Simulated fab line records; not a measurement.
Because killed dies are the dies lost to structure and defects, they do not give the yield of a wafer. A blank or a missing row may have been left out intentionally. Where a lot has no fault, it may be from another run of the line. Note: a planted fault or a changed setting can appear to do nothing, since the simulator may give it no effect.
Split-lot trial | flow n5_finfet | 7 lots, 39 wafers read, on a route of 1938 steps

== ABOUT THE SPLIT ==
At N5_BEOL_M0_SAQP_PECVD_04 (deposits a-Si from SiH4/He, target thk 60 nm, time 60.2 s), the setting time_s was moved away from the recipe's 60.2 s on 15 of the 39 wafers read, by -38.9% to +43.4%. The other wafers ran this setting at the recipe's value.

== FROM THE SPLIT TO THE READING: what the file shows between them, 5 steps ==
- N5_BEOL_M0_SAQP_THK_MEAS_05
- N5_BEOL_M0_SAQP_HM_DEP_111: deposits SiO2 from SiH4/N2O, target thk 12 nm, time 7.2 s
- N5_BEOL_M0_SAQP_COAT_81: time 60 s, resist thk 100 nm
- N5_BEOL_M0_SAQP_HM_OPEN_112: chemistry CHF3/O2, target SiO2, stops on a-Si, target depth 12 nm, time 13.5 s
- N5_BEOL_M0_SAQP_STRIP_113: strips in CHF3/O2

== THE READING ==
oes_product_au, in a.u., at N5_BEOL_M0_SAQP_MANDREL_ETCH_20 (etches a-Si in HBr/Cl2, stops on SiNx, target depth 60 nm, bt time 10 s, time 30 s). A value of 0.775 a.u. with a standard deviation of 0.013 a.u. is what fault-free wafers of this fab line usually give.

wafer  | tool, chamber at the split | time_s as run, s | against the recipe | oes_product_au, a.u. | against lot-mates on the recipe
L074.1 | pecvd-04, 0                | 46.13            | -23.4%             | 0.681                | -0.099
L074.2 | pecvd-04, 1                | 60.2             | recipe             | 0.770                | -
L074.3 | pecvd-04, 2,0              | 60.2             | recipe             | 0.788                | -
L074.4 | pecvd-04, 1                | 46.13            | -23.4%             | 0.680                | -0.100
L074.5 | pecvd-04, 2                | 46.13            | -23.4%             | 0.674                | -0.106
L074.6 | pecvd-04, 2,0              | 60.2             | recipe             | 0.781                | -
L082.1 | pecvd-03, 2                | 60.2             | recipe             | 0.782                | -
L082.2 | pecvd-03, 1                | 60.2             | recipe             | 0.753                | -
L082.3 | pecvd-03, 0                | 60.2             | recipe             | 0.755                | -
L082.4 | pecvd-03, 2                | 60.2             | recipe             | 0.788                | -
L082.5 | pecvd-03, 1,0              | 60.2             | recipe             | 0.749                | -
L082.6 | pecvd-03, 1,0              | 60.2             | recipe             | 0.791                | -
L083.3 | pecvd-04, 1                | 60.2             | recipe             | 0.759                | -
L083.4 | pecvd-04, 2                | 60.2             | recipe             | 0.784                | -
L083.6 | pecvd-04, 0                | 60.2             | recipe             | 0.780                | -
L089.1 | pecvd-03, 2                | 86.34            | +43.4%             | 0.963                | +0.191
L089.2 | pecvd-03, 0                | 60.2             | recipe             | 0.773                | -
L089.3 | pecvd-03, 1                | 86.34            | +43.4%             | 0.948                | +0.176
L089.4 | pecvd-03, 2,1              | 60.2             | recipe             | 0.767                | -
L089.5 | pecvd-03, 0                | 86.34            | +43.4%             | 0.972                | +0.200
L089.6 | pecvd-03, 2,1              | 60.2             | recipe             | 0.775                | -
L091.1 | pecvd-03, 0,1              | 83.8             | +39.2%             | 0.950                | +0.168
L091.2 | pecvd-03, 0,1              | 83.8             | +39.2%             | 0.943                | +0.161
L091.3 | pecvd-03, 1                | 60.2             | recipe             | 0.781                | -
L091.4 | pecvd-03, 0                | 83.8             | +39.2%             | 0.953                | +0.171
L091.5 | pecvd-03, 1,0              | 60.2             | recipe             | 0.784                | -
L091.6 | pecvd-03, 1,0              | 60.2             | recipe             | 0.781                | -
L093.1 | pecvd-03, 1                | 74.77            | +24.2%             | 0.882                | +0.107
L093.2 | pecvd-03, 0                | 60.2             | recipe             | 0.760                | -
L093.3 | pecvd-03, 1                | 74.77            | +24.2%             | 0.890                | +0.115
L093.4 | pecvd-03, 0                | 60.2             | recipe             | 0.783                | -
L093.5 | pecvd-03, 0                | 74.77            | +24.2%             | 0.880                | +0.105
L093.6 | pecvd-03, 1                | 60.2             | recipe             | 0.783                | -
L096.1 | pecvd-04, 0                | 36.81            | -38.9%             | 0.597                | -0.186
L096.2 | pecvd-04, 1                | 60.2             | recipe             | 0.776                | -
L096.3 | pecvd-04, 2                | 36.81            | -38.9%             | 0.597                | -0.186
L096.4 | pecvd-04, 2                | 60.2             | recipe             | 0.780                | -
L096.5 | pecvd-04, 1                | 60.2             | recipe             | 0.793                | -
L096.6 | pecvd-04, 0                | 36.81            | -38.9%             | 0.607                | -0.176
The file does not say which wafer passed through which chamber wherever a row lists several chambers: such a row stands for several wafers.

FIT RESULTS
A straight line over all 39 wafers: oes_product_au changes by +0.00438 a.u. for each +1% of time_s; r = +0.99; the points scatter about the line by 0.011 a.u.
The same after taking each lot's own level away (the mean of its wafers on the recipe; 39 wafers): +0.00444 a.u. for each +1%; r = +0.99; scatter 0.01 a.u.
According to that fit, moving time_s by its largest amount changes the reading by 0.19 a.u.
The span of the lots' own levels, 0.7697 to 0.7830 a.u., comes to 1.0 times the standard deviation stated above.
The two slopes are in agreement: the lot-to-lot level therefore moves the slope only a little.
Check: for one of the wafers moved furthest among these (+43.4%), held out of the fit, the line's prediction against its lot-mates is +0.191 a.u. It came out at +0.191 a.u. against them.

== THE OTHER SPLITS THESE WAFERS WENT THROUGH ==
Note: prior to the reading, these wafers also went through further splits. Each is held against what the fit with the lots' levels taken away leaves over:
other split on the same wafers     | wafers away from the commonest value | r with oes_product_au (lot level and that fit taken away)
N5_FIN_SAQP_HM_DEP_72 target_thk_a | 12                                   | -0.08
N5_HKMG_FIN_ETCH_55 time_s         | 6                                    | +0.07

== THE WHOLE CHAIN: every reading that the file lists as answering this split, in the file's order ==
step                            | what it does                                                                       | reading                                                                               | change (the file's fit)                   | r (the file's)
N5_BEOL_M0_SAQP_PECVD_04        | deposits a-Si from SiH4/He, target thk 60 nm, time 60.2 s                          | a-Si_of_BEOL_M0_SAQP_PECVD_04.thk_nm (the simulator's own value, which no gauge read) | +0.599 nm for each +1% of the setting     | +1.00
N5_BEOL_M0_SAQP_THK_MEAS_05     |                                                                                    | thk_nm                                                                                | withheld for each +1% of the setting      | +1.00
N5_BEOL_M0_SAQP_MANDREL_ETCH_20 | etches a-Si in HBr/Cl2, stops on SiNx, target depth 60 nm, bt time 10 s, time 30 s | oes_product_au                                                                        | +0.00443 a.u. for each +1% of the setting | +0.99
N5_BEOL_M0_SAQP_MANDREL_ETCH_20 | etches a-Si in HBr/Cl2, stops on SiNx, target depth 60 nm, bt time 10 s, time 30 s | etch.depth_nm (the simulator's own value, which no gauge read)                        | +0.598 nm for each +1% of the setting     | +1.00

== THE FILE'S OWN FIT ==
oes_product_au changes by +0.00443 a.u. for each +1% of time_s, r = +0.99.
